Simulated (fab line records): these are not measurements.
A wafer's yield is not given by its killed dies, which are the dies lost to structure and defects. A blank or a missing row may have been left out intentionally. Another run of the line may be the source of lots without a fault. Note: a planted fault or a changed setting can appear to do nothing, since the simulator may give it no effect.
Matching of chambers + flow nand_harc + NHARC_A_CHANNEL_HOLE_D1_DEP_01 on pecvd-01: 3 sister chambers
The step deposits SiON, target thk 140 nm. 3 wafers are shown with their chamber, then 10 later ones without.

== WAFERS, EACH WITH ITS CHAMBER ==
| wafer  | chamber | heater_power_w (W) |
|--------|---------|--------------------|
| L085.1 | 2       | 775                |
| L086.2 | 1       | 898                |
| L086.3 | 0       | 738                |

== WAFERS WHOSE CHAMBER IS MISSING ==
| wafer  | heater_power_w (W) |
|--------|--------------------|
| L086.5 | 826                |
| L087.3 | 731                |
| L087.5 | 823                |
| L087.6 | 731                |
| L093.1 | 667                |
| L093.2 | 778                |
| L093.4 | 799                |
| L095.2 | 852                |
| L095.3 | 716                |
| L095.6 | 861                |

== EACH ONE'S CHAMBER ==
| wafer  | from the rows above          | in truth |
|--------|------------------------------|----------|
| L086.5 | can't be placed: 2 or 1 or 0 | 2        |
| L087.3 | can't be placed: 0 or 2      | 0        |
| L087.5 | can't be placed: 2 or 1 or 0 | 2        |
| L087.6 | can't be placed: 0 or 2      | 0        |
| L093.1 | can't be placed: 0 or 2      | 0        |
| L093.2 | can't be placed: 2 or 0      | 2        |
| L093.4 | can't be placed: 2 or 0 or 1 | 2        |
| L095.2 | can't be placed: 1 or 2 or 0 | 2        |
| L095.3 | can't be placed: 0 or 2      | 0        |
| L095.6 | can't be placed: 1 or 2      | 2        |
Correctly placed: 0 of 10. Not placeable from these rows: 10 (in 10, the candidates include the true chamber). Number placed wrongly: 0.
How it was worked out, from the rows above alone: a wafer's distance from a chamber is the root of the sum, over the readings, of the square of ((its reading less the chamber's mean) divided by the reading's scatter). If the next closest chamber is less than 2 further off than the closest, the wafer can't be placed; otherwise it belongs to the closest. For every chamber, the mean is computed from those of its wafers that are shown. The scatter (one wafer shown for each chamber): square how far every hidden wafer sits from the nearest shown wafer, average those squares and take the square root.
